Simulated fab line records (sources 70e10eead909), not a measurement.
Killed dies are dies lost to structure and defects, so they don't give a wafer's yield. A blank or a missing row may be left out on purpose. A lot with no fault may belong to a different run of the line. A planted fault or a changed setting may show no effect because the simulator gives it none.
Comparing a struck lot with a sound one | flow nand harc | 42 steps out of a route of 1302
Sound: wafers L601.1, L601.4, L601.5. Struck: wafers L598.2, L598.3, L598.4. At the end, the cause is stated.
Each step with rows lists, per side, the tool, then ch with its chambers, then its first start. Under that, the readings that differ: sound wafers | struck wafers | difference of the means | sigmas: that difference in standard deviations of wafers without a fault.
alike: a reading whose means differ by less than 2 such deviations, as well as words and numbers matching on both sides. not compared: withheld readings; readings where some wafer has no value; bounds like >300 that might hide an equal value; numbers whose values overlap and for which the record gives no deviation.
A row with sigmas, a row that says differs or no value, or rows on one side alone: a step with any of these is where the two part. Numbers that don't overlap but have no deviation are shown without sigmas and don't part them. Lack of a reading on every wafer of one side parts them only where that side has two or more wafers.

first, 3 steps without rows for these wafers: NHARC_P_M2_PVD_20 (deposits TaN, target thk 5 nm, time 8.06 s); NHARC_P_M2_PVD_21 (deposits Cu, target thk 30 nm, time 20.49 s); NHARC_P_M2_ECD_22 (material Cu, target thk 400 nm).
NHARC_P_M2_ANNEAL_31: time 90 s.
  sound on rtp anneal-01 ch 0, day 10 20:13; struck on rtp anneal-01 ch 0, day 9 09:32
  alike: anneal temp c max, wafer_temp_C_max
then, 1 step without rows for these wafers: NHARC_P_M2_CMP_23 (polishes, t overpolish 20 s, target thk 144.3 nm).
NHARC_P_M2_THK_MEAS_24: measures by xrf.
  sound on film metro-01 at day 10 20:53; struck on film metro-01 at day 9 10:08
  alike: thk nm
following that, these wafers have no rows for 1 step: NHARC_P_M2_SRD_25.
NHARC_P_M2_INSPECT_27:
  sound on defect inspect-02 at day 10 21:03; struck on defect inspect-02 at day 9 10:17
  alike: raw defect count
NHARC_P_M2_PRE_CLEAN_32: time 12 s.
  sound on pecvd-04 ch 0,1, day 10 21:08; struck on pecvd-01 ch 0,1,2, day 9 10:22
  alike: heater power w
then, 2 steps without rows for these wafers: NHARC_P_M2_DEP_33 (deposits SiCN, target thk 30 nm); NHARC_P_BONDPAD_DEP_00 (deposits SiCN, target thk 250 nm).
NHARC_P_BONDPAD_CMP_32: polishes SiCN, target thk 200 nm.
  sound on cmp-04 ch 0,1,3, day 10 22:04; struck on cmp-02 ch 0,2,3, day 9 11:15
  alike: motor current A
NHARC_P_BONDPAD_THK_MEAS_33: measures by ellipsometry.
  sound on film metro-02 at day 10 22:17; struck on film metro-01 at day 9 11:30
  alike: thk nm
then, 10 steps without rows for these wafers: NHARC_P_BONDPAD_SRD_34; NHARC_P_BONDPAD_DEHYDRATE_01 (time 120 s); NHARC_P_BONDPAD_HMDS_02 (time 30 s); NHARC_P_BONDPAD_COAT_36 (time 65 s); NHARC_P_BONDPAD_COAT_03 (resist thk 600 nm); NHARC_P_BONDPAD_SOFTBAKE_04 (time 70 s); NHARC_P_BONDPAD_EBR_05; NHARC_P_BONDPAD_EXPOSE_06 (exposes mask P BPAD); NHARC_P_BONDPAD_PEB_07 (peb time 80 s); NHARC_P_BONDPAD_DEVELOP_08 (time 50 s).
NHARC_P_BONDPAD_CD_MEAS_09 targets a cd of 500 nm.
  sound on cd sem-01 ch 0, day 10 22:43; struck on cd sem-01 ch 0, day 9 12:04
  alike: cd nm
NHARC_P_BONDPAD_OVL_MEAS_38:
  sound on overlay-01 at day 10 22:49; struck on overlay-02 at day 9 12:10
  reading           | sound    | struck   | difference | sigmas
  overlay x nm (nm) | -8 -7 -7 | 11 12 12 | +19        | +3
  alike: overlay y nm
then, 2 steps without rows for these wafers: NHARC_P_BONDPAD_HARDBAKE_10 (time 65 s); NHARC_P_BONDPAD_DESCUM_11 (chemistry O2, time 3 s).
NHARC_P_BONDPAD_ETCH_37: etches the open film in N2/H2, target depth 60 nm, overetch 18 nm, time 65.91 s.
  sound on rie diel-04 ch 1,3, day 10 23:01; struck on rie diel-10 ch 0,2,3, day 9 12:22
  reading                     | sound             | struck            | difference | sigmas
  drypump motor current A (A) | 6.5 6.1 6.5       | 5.6 5.0 5.3       | -1.1       | -3
  oes product au (a.u.)       | 0.999 0.988 0.988 | 1.015 1.015 1.011 | +0.022     | +3
  alike: rf vpp V, showerhead plenum p Torr, throttle valve pct
  not compared: rf hours counter h
then, 1 step without rows for these wafers: NHARC_P_BONDPAD_ETCH_12 (etches the open film in CHF3/O2, target depth 200 nm, time 100 s).
NHARC_P_BONDPAD_CD_MEAS_13:
  sound on cd sem-02 at day 10 23:15; struck on cd sem-01 at day 9 12:36
  alike: cd nm
then, 4 steps without rows for these wafers: NHARC_P_BONDPAD_STRIP_15 (strips in O2); NHARC_P_BONDPAD_ETCH_24 (etches the open film in CF4/N2, target depth 30 nm, time 72.99 s); NHARC_P_BONDPAD_STRIP_16 (strips in post etch residue remover, time 600 s); NHARC_P_BONDPAD_DEGAS_25 (time 60 s).
NHARC_P_BONDPAD_PRE_CLEAN_26: time 30 s.
  sound on pvd sputter-01; struck on pvd sputter-02
  alike: heater power w
NHARC_P_BONDPAD_PVD_17: deposits TaN, target thk 5 nm, time 8.06 s.
  sound on pvd sputter-01; struck on pvd sputter-02
  alike: throttle valve pct
then, 4 steps without rows for these wafers: NHARC_P_BONDPAD_PVD_27 (deposits Cu, target thk 30 nm, time 20.49 s); NHARC_P_BONDPAD_ECD_18 (material Cu, target thk 400 nm); NHARC_P_BONDPAD_ANNEAL_28 (time 90 s); NHARC_P_BONDPAD_CMP_19 (polishes, t overpolish 30 s, cu recess touch 16 s, target thk 160.81 nm).
NHARC_P_BONDPAD_THK_MEAS_20: measures by xrf.
  sound on film metro-02 at day 11 01:16; struck on film metro-02 at day 9 14:37
  alike: thk nm
-- the record jumps here: 18 days lie between the struck wafers' starts before and after (it left off in module P_BONDPAD and takes up again in module END, whose first step shown is number 1302 of the route) --
NHARC_END_SORT_01:
  sound on prober-02 ch 0, day 29 13:55; struck on prober-01 ch 0, day 27 13:45
  reading                  | sound          | struck         | difference | sigmas
  defect limited yield (%) | 94.5 94.1 93.5 | 45.9 45.3 46.7 | -48.1      | -17
  killed at periphery      | 4 3 2          | 310 327 313    | +314       | +99 or more
  killed dies              | 37 40 44       | 366 370 361    | +325       | +17
  sort_bin_2_pct (%)       | 1.8 1.9 2.5    | 21.0 19.2 17.4 | +17.1      | +14
  sort_bin_3_pct (%)       | 0.4 0.4 0.4    | 3.1 3.7 4.7    | +3.4       | +9
  sort_bin_4_pct (%)       | 3.2 3.5 3.5    | 30.0 31.8 31.2 | +27.6      | +16
  sort n pass              | 640 637 633    | 311 307 316    | -325       | -17
  sort rim yield pct (%)   | 96 95 96       | 46 39 47       | -52        | -13
  sort yield pct (%)       | 94.5 94.1 93.5 | 45.9 45.3 46.7 | -48.1      | -17
  alike: killed at array, killed at other, killed open, killed short

## WHERE THEY PART
Earliest at NHARC_P_BONDPAD_OVL_MEAS_38; latest, in this record, at NHARC_END_SORT_01.

WHY: what the simulator had put in
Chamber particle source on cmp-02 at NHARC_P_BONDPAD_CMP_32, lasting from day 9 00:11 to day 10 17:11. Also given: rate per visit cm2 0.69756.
